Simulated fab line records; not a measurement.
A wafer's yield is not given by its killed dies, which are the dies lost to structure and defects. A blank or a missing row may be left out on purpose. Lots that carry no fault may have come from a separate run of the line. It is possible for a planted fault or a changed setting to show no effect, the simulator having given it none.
The same fault as seen by 2 desks / flow n5_finfet / each desk holds nothing but its own numbers, with what lay behind them at the end

METROLOGY DESK
What the gauges read, lot by lot, whatever tool the lot ran on: means of the sampled wafers that have a number. If a lot's mean is further than 4 standard deviations from the usual mean, the lot is out of limits and carries the mark OUT (the distance appears in the brackets). Of its 10 readings 7 are shown: those that lie furthest out on some lot.
Columns: A = DIBL_N at N5_BEOL_M4_RC_MEAS_101, usual 35.6 mV/V; B = IOFF_N at N5_BEOL_M4_RC_MEAS_101, usual 0.148 nA/um; C = IOFF_P at N5_BEOL_M4_RC_MEAS_101, usual 0.19 nA/um; D = ION_N at N5_BEOL_M4_RC_MEAS_101, usual 671 uA/um; E = SS_P at N5_BEOL_M4_RC_MEAS_101, usual 73.0 mV/dec; F = VT_N at N5_BEOL_M4_RC_MEAS_101, usual 251 mV; G = VT_P at N5_BEOL_M4_RC_MEAS_101, usual -251.5 mV
lot=L230; first seen here=day 9 07:47; A=34.5; B=0.137; C=0.17; D=673; E=73.3; F=252; G=-252.1
lot=L237; first seen here=day 9 23:46; A=34.5; B=0.141; C=0.17; D=677; E=72.6; F=250; G=-252.7
lot=L234; first seen here=day 11 05:04; A=33.3; B=0.128; C=0.17; D=667; E=72.3; F=250; G=-252.2
lot=L243; first seen here=day 12 11:30; A=38.1; B=0.194; C=0.24; D=686; E=74.2; F=246; G=-248.3
lot=L251; first seen here=day 13 20:23; A=35.9; B=0.164; C=0.21; D=676; E=73.2; F=247; G=-249.6
Result from this desk: across the 5 lots, nothing is out of limits.

AT THE TOOL OWNER'S DESK: pvd_sputter-03
The tool's own readings at N5_BEOL_M1_HM_DEP_02 (deposits TiN, target thk 20 nm): means of the sampled wafers that have a number, for each lot that ran on this tool. If a lot's mean is further than 4 standard deviations from the usual mean, the lot is out of limits and carries the mark OUT (the distance appears in the brackets).
Columns: A = throttle_valve_pct at N5_BEOL_M1_HM_DEP_02, usual 30.2 %
lot=L230; first seen here=day 7 13:22; A=30.5
lot=L234; first seen here=day 7 21:07; A=33.6
lot=L237; first seen here=day 7 22:24; A=29.6
lot=L243; first seen here=day 9 11:25; A=28.9
Result from this desk: across the 4 lots, nothing is out of limits.

PUT TOGETHER
Metrology desk: nothing out of limits seen.
The desk of the tool owner found nothing out of limits.

WHAT THE SIMULATOR HAD INSERTED
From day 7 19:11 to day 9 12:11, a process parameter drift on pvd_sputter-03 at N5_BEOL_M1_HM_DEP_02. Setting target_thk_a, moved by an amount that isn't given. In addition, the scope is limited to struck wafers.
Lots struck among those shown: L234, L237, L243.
